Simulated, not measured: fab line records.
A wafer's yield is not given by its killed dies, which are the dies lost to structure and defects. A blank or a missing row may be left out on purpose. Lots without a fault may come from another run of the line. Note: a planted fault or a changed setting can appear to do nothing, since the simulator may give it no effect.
fab line records | flow nand_harc | part 1 of 2: steps 1 to 25 of 35
record: lots: 5 | wafers: 15 | last_day: 24
route steps=1159 shown A_ZERO_WELL@401 A_SOURCE_PLATE@413 A_ONON_D1@424
lots with no fault: from the same line, run without faults
start_h: hours from the record's opening day to when the first of the lot's shown wafers began | wait_h: hours from the lot's prior step to this one | " as in the row above | L1.1+2: one row covering several wafers at once | - no value present, or no start provided | * or withheld: withheld | < > ~ a bound
route shown NAME@n: NAME is a module with steps in the file, n the number in the route of the first one | usual: mean and standard deviation over wafers with no fault | same: alike in all rows | chamber/n: place in a boat | sites: the reading at each site | _std_site: standard deviation across them | _edge_site: the outer-site mean with the inner-site mean subtracted | radius_mm: how far each site lies from the wafer's centre | mask NAME#n: copy n | behind: the most recent tool/chamber to have shaped the wafer | hold: cause of the lot's hold/its duration in hours/its outcome | device: the transistor (n, p or np) that didn't switch | end of line: tests of these same wafers at the route's end | step lacking rows: just its recipe | killed: dies lost to structure and defects at the first sort, not the wafer's yield | map: the dies of a wafer, with x for killed, . for not killed, _ for no die there
set.NAME: the setting that was run; set.NAME@STEP: the one run at that earlier step | model.NAME: the simulator's own value behind a step, which no gauge read
certain route steps with their lots: each step a table, each wafer a row
services: a tool's chamber out of use, with start hour (start_h, from the record's first day; less than 0 if before it), hours out, and reason
== steps ==
step: NHARC_A_ZERO_WELL_CD_MEAS_10
recipe: target_cd_nm: 2000 | landing_energy_ev: 500
usual: cd_nm: 2000.1/1.3
lot.wafer | tool      | chamber | start_h | wait_h | cd_nm
L076.2    | cd_sem-01 | 0       | 150.86  | -      | 2000.7
L076.3    | "         | 0       | "       | "      | 2000.5
L076.5    | "         | 0       | "       | "      | 2000.7
L082.2    | cd_sem-01 | 0       | 183.15  | -      | 1999.3
L082.3    | "         | 0       | "       | "      | 1998.6
L082.4    | "         | 0       | "       | "      | 1997.7
L090.2    | cd_sem-02 | 0       | 230.50  | -      | 1998.7
L090.5    | "         | 0       | "       | "      | 2001.2
L090.6    | "         | 0       | "       | "      | 1997.8
L093.1    | cd_sem-02 | 0       | 250.84  | -      | 1997.9
L093.3    | "         | 0       | "       | "      | 1998.0
L093.5    | "         | 0       | "       | "      | 1999.5
L095.4    | cd_sem-03 | 0       | 262.07  | -      | 1999.8
L095.5    | "         | 0       | "       | "      | 2000.9
L095.6    | "         | 0       | "       | "      | 1999.9
step: NHARC_A_ZERO_WELL_HARDBAKE_11
recipe: temp_c: 118 | time_s: 65
lot.wafer  | tool           | chamber | start_h | wait_h
L076.2+3+5 | litho_track-03 | 0       | 150.94  | -
L082.2+3+4 | litho_track-03 | 0       | 183.23  | -
L090.2+5+6 | litho_track-03 | 0       | 230.58  | -
L093.1+3+5 | litho_track-05 | 0       | 250.92  | -
L095.4+5+6 | litho_track-03 | 0       | 262.14  | -
step: NHARC_A_ZERO_WELL_DESCUM_12
recipe: time_s: 3 | o2_flow_sccm: 200 | ar_flow_sccm: 0 | bias_power_w: 0 | chemistry: O2
usual: drypump_motor_current_A: 5.7/0.54 | oes_product_au: 0.997/0.0065 | rf_vpp_V: 57.9/0.88 | showerhead_plenum_p_Torr: 1.93/0.11 | throttle_valve_pct: 11.311/0.0087
lot.wafer | tool        | chamber | start_h | wait_h | drypump_motor_current_A | oes_product_au | rf_hours_counter_h | rf_vpp_V | showerhead_plenum_p_Torr | throttle_valve_pct
L076.2    | rie_diel-03 | 2       | 151.03  | -      | 5.0                     | 1.000          | 5                  | 57.8     | 1.80                     | 11.314
L076.3    | "           | 3       | "       | "      | 5.4                     | 0.995          | 5                  | 58.3     | 2.07                     | 11.318
L076.5    | "           | 0       | "       | "      | 5.2                     | 0.991          | -                  | 57.9     | 1.86                     | 11.314
L082.2    | rie_diel-03 | 2       | 183.31  | -      | 5.0                     | 0.997          | 7                  | 57.9     | 1.80                     | 11.318
L082.3    | "           | 3       | "       | "      | 5.4                     | 0.993          | 7                  | 57.9     | 2.07                     | 11.306
L082.4    | "           | 0       | "       | "      | 5.2                     | 0.989          | 7                  | 56.8     | 1.86                     | 11.285
L090.2    | rie_diel-10 | 2       | 230.66  | -      | 6.4                     | 0.996          | 4                  | 58.4     | 2.04                     | 11.313
L090.6    | "           | 1       | "       | "      | 5.3                     | 1.002          | -                  | 57.4     | 1.79                     | 11.313
L090.5    | "           | 2       | "       | "      | 6.4                     | 1.001          | -                  | 56.9     | 2.04                     | 11.319
L093.1    | rie_diel-12 | 0       | 251.02  | -      | 6.8                     | 0.988          | 5                  | 57.7     | 1.85                     | 11.313
L093.3    | "           | 1       | "       | "      | 5.4                     | 0.989          | 5                  | 56.8     | 1.99                     | 11.296
L093.5    | "           | 2       | "       | "      | 5.8                     | 0.998          | -                  | 56.8     | 1.84                     | 11.320
L095.6    | rie_diel-10 | 2       | 262.25  | -      | 6.4                     | 0.996          | -                  | 58.5     | 2.04                     | 11.321
L095.5    | "           | 0       | "       | "      | 6.3                     | 0.997          | -                  | 58.3     | 2.06                     | 11.319
L095.4    | "           | 1       | "       | "      | 5.3                     | 0.998          | -                  | 58.4     | 1.79                     | 11.307
step: NHARC_A_ZERO_WELL_ETCH_19
recipe: target_depth_a: 800 | overetch_a: 240 | time_s: 87.88 | ion_energy_ev: 200 | n2_flow_sccm: 150 | h2_flow_sccm: 150 | ar_flow_sccm: 0 | rf_w: 400 | bias_w: 150 | chemistry: N2/H2
usual: drypump_motor_current_A: 5.7/0.56 | n2_flow_sccm: 150.0/0.47 | oes_product_au: 0.996/0.0086 | rf_fwd_power_W: 396.9/1.6 | rf_vpp_V: 431/3.2 | showerhead_plenum_p_Torr: 2.06/0.12 | throttle_valve_pct: 14.171/0.009
lot.wafer | tool        | chamber | start_h | wait_h | drypump_motor_current_A | n2_flow_sccm | oes_product_au | rf_fwd_power_W | rf_hours_counter_h | rf_vpp_V | showerhead_plenum_p_Torr | throttle_valve_pct
L076.3    | rie_diel-03 | 2       | 151.11  | 0.1    | 5.0                     | 150.6        | 1.006          | 396.0          | 5                  | 428      | 1.91                     | 14.174
L076.2    | "           | 3       | "       | "      | 5.5                     | 150.4        | 0.997          | 397.8          | 5                  | 435      | 2.21                     | 14.175
L076.5    | "           | 1       | "       | "      | 5.2                     | 148.9        | 0.993          | 393.3          | -                  | 427      | 1.91                     | 14.163
L082.3    | rie_diel-03 | 1       | 183.39  | 0.1    | 5.2                     | 149.5        | 1.003          | 396.9          | 8                  | 426      | 1.91                     | 14.182
L082.2    | "           | 3       | "       | "      | 5.5                     | 149.8        | 0.992          | 398.7          | 7                  | 435      | 2.21                     | 14.170
L082.4    | "           | 0       | "       | "      | 5.2                     | 149.9        | 0.984          | 398.1          | 7                  | 429      | 1.98                     | 14.178
L090.2    | rie_diel-10 | 2       | 230.76  | 0.1    | 6.4                     | 149.9        | 0.998          | 397.0          | 4                  | 433      | 2.18                     | 14.165
L090.6    | "           | 3       | "       | "      | 5.3                     | 149.8        | 0.998          | 394.9          | -                  | 431      | 2.09                     | 14.177
L090.5    | "           | 0       | "       | "      | 6.3                     | 150.5        | 0.993          | 397.9          | -                  | 435      | 2.20                     | 14.154
L093.3    | rie_diel-12 | 3       | 251.08  | 0.1    | 5.7                     | 150.8        | 0.986          | 394.9          | 5                  | 433      | 2.11                     | 14.165
L093.1    | "           | 2       | "       | "      | 5.8                     | 149.7        | 0.987          | 395.3          | 5                  | 428      | 1.96                     | 14.175
L093.5    | "           | 3       | "       | "      | 5.7                     | 150.4        | 0.987          | 395.2          | -                  | 432      | 2.11                     | 14.172
L095.6    | rie_diel-10 | 0       | 262.34  | 0.1    | 6.4                     | 150.5        | 0.995          | 398.1          | -                  | 435      | 2.20                     | 14.183
L095.5    | "           | 1       | "       | "      | 5.3                     | 150.9        | 1.000          | 398.1          | -                  | 426      | 1.90                     | 14.179
L095.4    | "           | 2       | "       | "      | 6.4                     | 150.4        | 1.002          | 395.1          | -                  | 435      | 2.18                     | 14.175
step: NHARC_A_ZERO_WELL_ETCH_13
recipe: target_depth_a: 1200 | time_s: 40.1 | hbr_flow_sccm: 150 | cl2_flow_sccm: 50 | rf_w: 400 | icp_w: 400 | bias_w: 100 | chemistry: HBr/Cl2
usual: drypump_motor_current_A: 5.6/0.33 | oes_product_au: 1.002/0.0077 | rf_fwd_power_W: 394.3/1.9 | throttle_valve_pct: 26.405/0.0089
lot.wafer | tool      | chamber | start_h | wait_h | drypump_motor_current_A | oes_product_au | rf_fwd_power_W | rf_hours_counter_h | throttle_valve_pct
L076.3    | rie_si-01 | 1       | 151.23  | -      | 5.3                     | 0.999          | 394.4          | 0.1                | 26.412
L076.2    | "         | 2       | "       | "      | 5.7                     | 1.001          | 393.5          | 0.1                | 26.410
L076.5    | "         | 0       | "       | "      | 5.8                     | 1.001          | 395.5          | -                  | 26.416
L082.4    | rie_si-02 | 1       | 183.51  | -      | 5.0                     | 0.996          | 390.6          | 1.0                | 26.406
L082.3    | "         | 2       | "       | "      | 5.6                     | 0.992          | 393.6          | 0.9                | 26.419
L082.2    | "         | 0       | "       | "      | 6.0                     | 1.000          | 394.1          | 1.0                | 26.402
L090.2    | rie_si-03 | 2       | 230.87  | -      | 6.0                     | 1.002          | 397.0          | 0.5                | 26.420
L090.6    | "         | 1       | "       | "      | 5.9                     | 0.997          | 395.6          | -                  | 26.405
L090.5    | "         | 2       | "       | "      | 6.0                     | 1.013          | 398.5          | -                  | 26.388
L093.3    | rie_si-01 | 3       | 251.23  | -      | 5.8                     | 0.992          | 393.5          | 0.9                | 26.407
L093.1    | "         | 0       | "       | "      | 5.8                     | 0.997          | 394.3          | 0.8                | 26.398
L093.5    | "         | 2       | "       | "      | 5.7                     | 0.995          | 397.7          | -                  | 26.405
L095.4    | rie_si-02 | 0       | 262.46  | -      | 6.0                     | 1.005          | 392.2          | 0.2                | 26.406
L095.6    | "         | 3       | "       | "      | 5.1                     | 0.985          | 395.2          | -                  | 26.415
L095.5    | "         | 0       | "       | "      | 6.0                     | 0.996          | 392.8          | -                  | 26.403
step: NHARC_A_ZERO_WELL_STRIP_14
recipe: time_s: 900 | temp_c: 130 | chemistry: SPM
usual: bath_heat_duty_pct: 14.6/1.5
lot.wafer | tool         | chamber | start_h | wait_h | bath_heat_duty_pct
L076.2    | wet_bench-04 | 4       | 151.38  | -      | 13.8
L076.5    | "            | 6       | "       | "      | 15.5
L076.3    | "            | 1       | "       | "      | 13.8
L082.2    | wet_bench-04 | 1       | 183.66  | -      | 14.7
L082.4    | "            | 2       | "       | "      | 13.5
L082.3    | "            | 4       | "       | "      | 12.9
L090.2    | wet_bench-03 | 3       | 231.01  | -      | 11.9
L090.5    | "            | 5       | "       | "      | 14.4
L090.6    | "            | 7       | "       | "      | 13.9
L093.1    | wet_bench-06 | 5       | 251.36  | -      | 16.9
L093.3    | "            | 7       | "       | "      | 14.2
L093.5    | "            | 1       | "       | "      | 13.8
L095.6    | wet_bench-03 | 3       | 262.60  | -      | 12.4
L095.4    | "            | 5       | "       | "      | 15.5
L095.5    | "            | 7       | "       | "      | 13.9
step: NHARC_A_ZERO_WELL_IMPLANT_15
recipe: energy_kev: 150 | dose_cm2: 1e+13 | tilt_deg: 7
lot.wafer  | tool         | chamber | start_h | wait_h
L076.2+3+5 | implanter-01 | 0       | 151.83  | 0.1
L082.2+3+4 | implanter-02 | 0       | 184.11  | 0.1
L090.2+5+6 | implanter-02 | 0       | 231.44  | 0.1
L093.1+3+5 | implanter-02 | 0       | 251.76  | 0.1
L095.4+5+6 | implanter-01 | 0       | 263.09  | 0.1
step: NHARC_A_ZERO_WELL_PRECLEAN_22
recipe: time_s: 60 | temp_c: 50 | bath_age_min: 0 | chemistry: SC1
usual: bath_heat_duty_pct: 7.0/0.86
lot.wafer | tool         | chamber | start_h | wait_h | bath_heat_duty_pct
L076.3    | wet_bench-04 | 6       | 152.01  | 0.1    | 8.4
L076.5    | "            | 0       | "       | "      | 6.5
L076.2    | "            | 3       | "       | "      | 8.1
L082.3    | wet_bench-06 | 1       | 184.32  | 0.2    | 6.6
L082.4    | "            | 2       | "       | "      | 6.0
L082.2    | "            | 3       | "       | "      | 6.5
L090.2    | wet_bench-06 | 1       | 231.63  | 0.2    | 7.3
L090.5    | "            | 3       | "       | "      | 7.3
L090.6    | "            | 4       | "       | "      | 5.7
L093.3    | wet_bench-03 | 6       | 251.98  | 0.1    | 8.3
L093.1    | "            | 7       | "       | "      | 6.6
L093.5    | "            | 1       | "       | "      | 8.0
L095.6    | wet_bench-06 | 7       | 263.22  | 0.0    | 6.9
L095.4    | "            | 1       | "       | "      | 7.0
L095.5    | "            | 3       | "       | "      | 8.0
step: NHARC_A_ZERO_WELL_SRD_23
lot.wafer  | tool         | chamber | start_h | wait_h
L076.3+5+2 | wet_bench-04 | 6,0,3   | -       | -
L082.3+4+2 | wet_bench-06 | 1,2,3   | -       | -
L090.2+5+6 | wet_bench-06 | 1,3,4   | -       | -
L093.3+1+5 | wet_bench-03 | 6,7,1   | -       | -
L095.6+4+5 | wet_bench-06 | 7,1,3   | -       | -
step: NHARC_A_ZERO_WELL_RTA_16
recipe: temp_c: 1000 | time_s: 10
usual: lamp_power_pct: 29/3.3 | lamp_zone_4_pct: 29/3.3 | wafer_temp_C_max: 1004.8/1.3
lot.wafer | tool          | chamber | start_h | wait_h | lamp_power_pct | lamp_zone_4_pct | wafer_temp_C_max
L076.2    | rtp_anneal-01 | 0       | 152.18  | -      | 26             | 26              | 1004.2
L076.3    | "             | 0       | "       | "      | 26             | 26              | 1004.9
L076.5    | "             | 0       | "       | "      | 26             | 26              | 1005.1
L082.2    | rtp_anneal-01 | 0       | 184.47  | -      | 26             | 26              | 1007.0
L082.3    | "             | 0       | "       | "      | 26             | 26              | 1005.0
L082.4    | "             | 0       | "       | "      | 26             | 26              | 1006.0
L090.2    | rtp_anneal-02 | 0       | 231.80  | -      | 33             | 33              | 1004.0
L090.5    | "             | 0       | "       | "      | 33             | 33              | 1003.4
L090.6    | "             | 0       | "       | "      | 33             | 33              | 1004.2
L093.1    | rtp_anneal-01 | 0       | 252.11  | -      | 26             | 26              | 1004.3
L093.3    | "             | 0       | "       | "      | 26             | 26              | 1004.9
L093.5    | "             | 0       | "       | "      | 26             | 26              | 1005.3
L095.4    | rtp_anneal-02 | 0       | 263.44  | -      | 33             | 33              | 1002.8
L095.5    | "             | 0       | "       | "      | 33             | 33              | 1004.0
L095.6    | "             | 0       | "       | "      | 33             | 33              | 1003.9
step: NHARC_A_ZERO_WELL_INSPECT_17
usual: raw_defect_count: 11/6.1
lot.wafer | tool              | chamber | start_h | wait_h | raw_defect_count
L076.2    | defect_inspect-02 | -       | 152.35  | 0.1    | 21
L076.3    | "                 | -       | "       | "      | 14
L076.5    | "                 | -       | "       | "      | 10
L082.2    | defect_inspect-02 | -       | 184.64  | 0.1    | 22
L082.3    | "                 | -       | "       | "      | 9
L082.4    | "                 | -       | "       | "      | 10
L090.2    | defect_inspect-01 | -       | 231.97  | 0.1    | 3
L090.5    | "                 | -       | "       | "      | 9
L090.6    | "                 | -       | "       | "      | 5
L093.1    | defect_inspect-01 | -       | 252.31  | 0.2    | 11
L093.3    | "                 | -       | "       | "      | 3
L093.5    | "                 | -       | "       | "      | 6
L095.4    | defect_inspect-02 | -       | 263.56  | 0.1    | 8
L095.5    | "                 | -       | "       | "      | 9
L095.6    | "                 | -       | "       | "      | 14
step: NHARC_A_SOURCE_PLATE_PRECLEAN_00
recipe: time_s: 60 | chemistry: HF-LAST
lot.wafer  | tool         | chamber | start_h | wait_h
L076.3+2+5 | wet_bench-07 | 7,2,3   | 152.40  | 0.1
L082.3+2+4 | wet_bench-01 | 7,0,1   | 184.70  | 0.1
L090.5+6+2 | wet_bench-01 | 6,7,2   | 232.02  | 0.0
L093.5+3+1 | wet_bench-01 | 0,1,5   | 252.36  | 0.0
L095.4+6+5 | wet_bench-07 | 0,4,5   | 263.61  | 0.0
step: NHARC_A_SOURCE_PLATE_SRD_01
lot.wafer  | tool         | chamber | start_h | wait_h
L076.3+2+5 | wet_bench-07 | 7,2,3   | -       | -
L082.3+2+4 | wet_bench-01 | 7,0,1   | -       | -
L090.5+6+2 | wet_bench-01 | 6,7,2   | -       | -
L093.5+3+1 | wet_bench-01 | 0,1,5   | -       | -
L095.4+6+5 | wet_bench-07 | 0,4,5   | -       | -
step: NHARC_A_SOURCE_PLATE_OXIDE_02
recipe: target_thk_a: 100 | temp_c: 900 | ox_time_s: 1362 | material: SiO2
usual: ox_temp_c: 900.0/0.41 | spike_tc_centre_C: 900.1/1.1
lot.wafer | tool       | chamber | start_h | wait_h | ox_temp_c | spike_tc_centre_C
L076.2    | furnace-02 | 0       | 156.26  | -      | 899.7     | 899.4
L076.3    | "          | 0       | "       | "      | 899.5     | 899.0
L076.5    | "          | 0       | "       | "      | 899.8     | 900.7
L082.2    | furnace-01 | 0       | 188.00  | -      | 900.1     | 898.7
L082.3    | "          | 0       | "       | "      | 900.3     | 901.1
L082.4    | "          | 0       | "       | "      | 900.2     | 898.8
L090.2    | furnace-01 | 0       | 235.33  | -      | 900.5     | 901.0
L090.5    | "          | 0       | "       | "      | 900.6     | 901.4
L090.6    | "          | 0       | "       | "      | 900.1     | 899.8
L093.1    | furnace-01 | 0       | 255.68  | -      | 900.6     | 898.6
L093.3    | "          | 0       | "       | "      | 900.1     | 898.0
L093.5    | "          | 0       | "       | "      | 899.9     | 900.8
L095.4    | furnace-02 | 0       | 266.62  | -      | 899.2     | 899.7
L095.5    | "          | 0       | "       | "      | 899.4     | 899.9
L095.6    | "          | 0       | "       | "      | 899.2     | 900.6
step: NHARC_A_SOURCE_PLATE_THK_MEAS_09
recipe: thk_meas_gauge: ellipsometry
usual: thk_nm: 9.6/1.1
lot.wafer | tool          | chamber | start_h | wait_h | thk_nm
L076.2    | film_metro-02 | -       | 160.34  | 0.4    | 9.2
L076.3    | "             | -       | "       | "      | 8.9
L076.5    | "             | -       | "       | "      | 8.7
L082.2    | film_metro-01 | -       | 192.00  | 0.4    | 10.5
L082.3    | "             | -       | "       | "      | 9.2
L082.4    | "             | -       | "       | "      | 9.9
L090.2    | film_metro-01 | -       | 239.37  | 0.4    | 8.5
L090.5    | "             | -       | "       | "      | 7.5
L090.6    | "             | -       | "       | "      | 8.9
L093.1    | film_metro-01 | -       | 259.74  | 0.4    | 10.6
L093.3    | "             | -       | "       | "      | 9.7
L093.5    | "             | -       | "       | "      | 8.6
L095.4    | film_metro-02 | -       | 270.69  | 0.4    | 10.6
L095.5    | "             | -       | "       | "      | 9.0
L095.6    | "             | -       | "       | "      | 10.3
step: NHARC_A_SOURCE_PLATE_PVD_04
recipe: target_thk_a: 500 | material: WSi2
lot.wafer  | tool           | chamber | start_h | wait_h
L076.3+2+5 | pvd_sputter-02 | -       | 160.40  | 0.1
L082.4+2+3 | pvd_sputter-03 | -       | 192.08  | 0.1
L090.2+6+5 | pvd_sputter-03 | -       | 239.47  | 0.1
L093.1+3+5 | pvd_sputter-02 | -       | 259.83  | 0.1
L095.4+6+5 | pvd_sputter-02 | -       | 270.76  | 0.1
step: NHARC_A_SOURCE_PLATE_CVD_03
recipe: target_thk_a: 2000 | temp_c: 620 | pressure_mtorr: 200 | time_s: 4000 | material: poly-Si
usual: spike_tc_centre_C: 620.9/0.9
lot.wafer | tool          | chamber | start_h | wait_h | spike_tc_centre_C
L076.2    | lpcvd_poly-04 | 0       | 162.91  | -      | 619.4
L076.3    | "             | 0       | "       | "      | 620.9
L076.5    | "             | 0       | "       | "      | 621.8
L082.2    | lpcvd_poly-04 | 0       | 194.57  | -      | 621.0
L082.3    | "             | 0       | "       | "      | 621.7
L082.4    | "             | 0       | "       | "      | 619.4
L090.2    | lpcvd_poly-03 | 0       | 241.95  | -      | 621.9
L090.5    | "             | 0       | "       | "      | 622.2
L090.6    | "             | 0       | "       | "      | 622.1
L093.1    | lpcvd_poly-03 | 0       | 262.30  | -      | 621.2
L093.3    | "             | 0       | "       | "      | 621.1
L093.5    | "             | 0       | "       | "      | 621.5
L095.4    | lpcvd_poly-04 | 0       | 273.25  | -      | 619.7
L095.5    | "             | 0       | "       | "      | 621.6
L095.6    | "             | 0       | "       | "      | 621.5
step: NHARC_A_SOURCE_PLATE_ANNEAL_05
recipe: temp_c: 850 | time_s: 1800
usual: spike_tc_centre_C: 849.9/1
lot.wafer | tool       | chamber | start_h | wait_h | spike_tc_centre_C
L076.2    | furnace-01 | 0       | 169.58  | 3.6    | 853.7
L076.3    | "          | 0       | "       | "      | 849.3
L076.5    | "          | 0       | "       | "      | 848.9
L082.2    | furnace-02 | 0       | 200.88  | 3.2    | 849.6
L082.3    | "          | 0       | "       | "      | 849.1
L082.4    | "          | 0       | "       | "      | 850.4
L090.2    | furnace-01 | 0       | 250.52  | 5.5    | 849.5
L090.5    | "          | 0       | "       | "      | 849.6
L090.6    | "          | 0       | "       | "      | 851.2
L093.1    | furnace-08 | 0       | 269.46  | 4.0    | 850.3
L093.3    | "          | 0       | "       | "      | 850.2
L093.5    | "          | 0       | "       | "      | 849.9
L095.4    | furnace-02 | 0       | 279.57  | 3.2    | 849.1
L095.5    | "          | 0       | "       | "      | 850.9
L095.6    | "          | 0       | "       | "      | 851.8
step: NHARC_A_SOURCE_PLATE_THK_MEAS_06
recipe: thk_meas_gauge: ellipsometry
usual: thk_nm: 200.4/2.1
lot.wafer | tool          | chamber | start_h | wait_h | thk_nm
L076.2    | film_metro-01 | -       | 173.56  | 0.4    | 200.8
L076.3    | "             | -       | "       | "      | 198.7
L076.5    | "             | -       | "       | "      | 198.9
L082.2    | film_metro-01 | -       | 204.84  | 0.4    | 203.5
L082.3    | "             | -       | "       | "      | 204.5
L082.4    | "             | -       | "       | "      | 202.7
L090.2    | film_metro-01 | -       | 254.48  | 0.4    | 201.4
L090.5    | "             | -       | "       | "      | 200.6
L090.6    | "             | -       | "       | "      | 201.4
L093.1    | film_metro-01 | -       | 273.41  | 0.4    | 201.3
L093.3    | "             | -       | "       | "      | 200.3
L093.5    | "             | -       | "       | "      | 200.2
L095.4    | film_metro-01 | -       | 283.51  | 0.4    | 200.8
L095.5    | "             | -       | "       | "      | 200.3
L095.6    | "             | -       | "       | "      | 201.7
step: NHARC_A_SOURCE_PLATE_INSPECT_08
usual: raw_defect_count: 65/27
lot.wafer | tool              | chamber | start_h | wait_h | raw_defect_count
L076.2    | defect_inspect-01 | -       | 173.63  | 0.0    | 79
L076.3    | "                 | -       | "       | "      | 55
L076.5    | "                 | -       | "       | "      | 56
L082.2    | defect_inspect-02 | -       | 204.93  | 0.0    | 56
L082.3    | "                 | -       | "       | "      | 47
L082.4    | "                 | -       | "       | "      | 71
L090.2    | defect_inspect-01 | -       | 254.56  | 0.0    | 61
L090.5    | "                 | -       | "       | "      | 42
L090.6    | "                 | -       | "       | "      | 84
L093.1    | defect_inspect-02 | -       | 273.48  | 0.0    | 42
L093.3    | "                 | -       | "       | "      | 31
L093.5    | "                 | -       | "       | "      | 59
L095.4    | defect_inspect-01 | -       | 283.57  | 0.0    | 36
L095.5    | "                 | -       | "       | "      | 42
L095.6    | "                 | -       | "       | "      | 48
step: NHARC_A_ONON_D1_DEP_00
recipe: target_thk_a: 10000 | n2_flow_sccm: 2750 | n2o_flow_sccm: 2000 | nh3_flow_sccm: 500 | sih4_flow_sccm: 210 | temp_c: 400
usual: n2_flow_sccm: 2748/8.6 | nh3_flow_sccm: 499.7/1.3
lot.wafer | tool          | chamber | start_h | wait_h | n2_flow_sccm | nh3_flow_sccm
L076.2    | pecvd_onon-04 | 0       | 173.75  | 0.1    | 2734         | 500.0
L076.3    | "             | 0       | "       | "      | 2741         | 500.5
L076.5    | "             | 0       | "       | "      | 2740         | 500.8
L082.2    | pecvd_onon-03 | 0       | 205.05  | 0.1    | 2746         | 498.6
L082.3    | "             | 0       | "       | "      | 2738         | 498.3
L082.4    | "             | 0       | "       | "      | 2730         | 499.2
L090.2    | pecvd_onon-04 | 0       | 254.69  | 0.1    | 2751         | 499.9
L090.5    | "             | 0       | "       | "      | 2753         | 498.6
L090.6    | "             | 0       | "       | "      | 2747         | 498.7
L093.1    | pecvd_onon-03 | 0       | 273.54  | 0.1    | 2750         | 499.2
L093.3    | "             | 0       | "       | "      | 2754         | 498.9
L093.5    | "             | 0       | "       | "      | 2749         | 496.7
L095.4    | pecvd_onon-04 | 0       | 283.81  | 0.2    | 2749         | 498.4
L095.5    | "             | 0       | "       | "      | 2755         | 499.6
L095.6    | "             | 0       | "       | "      | 2761         | 499.0
step: NHARC_A_ONON_D1_THK_MEAS_02
recipe: thk_meas_gauge: ellipsometry
usual: thk_nm: 1003/8.5
lot.wafer | tool          | chamber | start_h | wait_h | thk_nm
L076.2    | film_metro-01 | -       | 174.20  | -      | 1004
L076.3    | "             | -       | "       | "      | 1004
L076.5    | "             | -       | "       | "      | 1003
L082.2    | film_metro-02 | -       | 205.51  | -      | 1002
L082.3    | "             | -       | "       | "      | 1002
L082.4    | "             | -       | "       | "      | 1000
L090.2    | film_metro-01 | -       | 255.15  | -      | 987
L090.5    | "             | -       | "       | "      | 985
L090.6    | "             | -       | "       | "      | 988
L093.1    | film_metro-02 | -       | 274.05  | -      | 1013
L093.3    | "             | -       | "       | "      | 1013
L093.5    | "             | -       | "       | "      | 1011
L095.4    | film_metro-01 | -       | 284.15  | -      | 1004
L095.5    | "             | -       | "       | "      | 1004
L095.6    | "             | -       | "       | "      | 1005
step: NHARC_A_ONON_D1_DEP_03
recipe: target_thk_a: 10000 | n2_flow_sccm: 2750 | n2o_flow_sccm: 2000 | nh3_flow_sccm: 500 | sih4_flow_sccm: 210 | temp_c: 400
usual: n2_flow_sccm: 2749/7.1 | nh3_flow_sccm: 499.9/1.4
lot.wafer | tool          | chamber | start_h | wait_h | n2_flow_sccm | nh3_flow_sccm
L076.2    | pecvd_onon-04 | 0       | 174.32  | 0.1    | 2750         | 500.5
L076.3    | "             | 0       | "       | "      | 2737         | 498.7
L076.5    | "             | 0       | "       | "      | 2741         | 500.4
L082.2    | pecvd_onon-04 | 0       | 205.62  | 0.1    | 2763         | 498.0
L082.3    | "             | 0       | "       | "      | 2755         | 503.5
L082.4    | "             | 0       | "       | "      | 2760         | 498.6
L090.2    | pecvd_onon-04 | 0       | 255.26  | 0.1    | 2747         | 497.9
L090.5    | "             | 0       | "       | "      | 2746         | 498.2
L090.6    | "             | 0       | "       | "      | 2758         | 497.3
L093.1    | pecvd_onon-04 | 0       | 274.11  | 0.1    | 2755         | 499.2
L093.3    | "             | 0       | "       | "      | 2744         | 501.9
L093.5    | "             | 0       | "       | "      | 2753         | 501.6
L095.4    | pecvd_onon-02 | 0       | 284.38  | 0.2    | 2748         | 501.6
L095.5    | "             | 0       | "       | "      | 2746         | 499.8
L095.6    | "             | 0       | "       | "      | 2749         | 500.4
step: NHARC_A_ONON_D1_THK_MEAS_05
recipe: thk_meas_gauge: ellipsometry
usual: thk_nm: 998/8.9
lot.wafer | tool          | chamber | start_h | wait_h | thk_nm
L076.2    | film_metro-02 | -       | 174.77  | -      | 980
L076.3    | "             | -       | "       | "      | 981
L076.5    | "             | -       | "       | "      | 982
L082.2    | film_metro-02 | -       | 206.07  | -      | 989
L082.3    | "             | -       | "       | "      | 992
L082.4    | "             | -       | "       | "      | 989
L090.2    | film_metro-01 | -       | 255.74  | -      | 998
L090.5    | "             | -       | "       | "      | 997
L090.6    | "             | -       | "       | "      | 996
L093.1    | film_metro-02 | -       | 274.61  | -      | 989
L093.3    | "             | -       | "       | "      | 988
L093.5    | "             | -       | "       | "      | 988
L095.4    | film_metro-02 | -       | 284.72  | -      | 1008
L095.5    | "             | -       | "       | "      | 1009
L095.6    | "             | -       | "       | "      | 1007
step: NHARC_A_ONON_D1_DEP_06
recipe: target_thk_a: 10000 | n2_flow_sccm: 2750 | n2o_flow_sccm: 2000 | nh3_flow_sccm: 500 | sih4_flow_sccm: 210 | temp_c: 400
usual: n2_flow_sccm: 2748/8.1 | nh3_flow_sccm: 499.4/1.5
lot.wafer | tool          | chamber | start_h | wait_h | n2_flow_sccm | nh3_flow_sccm
L076.2    | pecvd_onon-04 | 0       | 174.88  | 0.1    | 2732         | 497.0
L076.3    | "             | 0       | "       | "      | 2750         | 497.2
L076.5    | "             | 0       | "       | "      | 2762         | 496.9
L082.2    | pecvd_onon-02 | 0       | 206.19  | 0.1    | 2742         | 500.0
L082.3    | "             | 0       | "       | "      | 2750         | 497.2
L082.4    | "             | 0       | "       | "      | 2754         | 498.9
L090.2    | pecvd_onon-03 | 0       | 255.85  | 0.1    | 2743         | 499.7
L090.5    | "             | 0       | "       | "      | 2739         | 499.4
L090.6    | "             | 0       | "       | "      | 2744         | 500.7
L093.1    | pecvd_onon-02 | 0       | 274.67  | 0.1    | 2760         | 500.4
L093.3    | "             | 0       | "       | "      | 2734         | 497.7
L093.5    | "             | 0       | "       | "      | 2753         | 501.4
L095.4    | pecvd_onon-04 | 0       | 284.95  | 0.2    | 2748         | 500.5
L095.5    | "             | 0       | "       | "      | 2750         | 502.2
L095.6    | "             | 0       | "       | "      | 2740         | 501.5
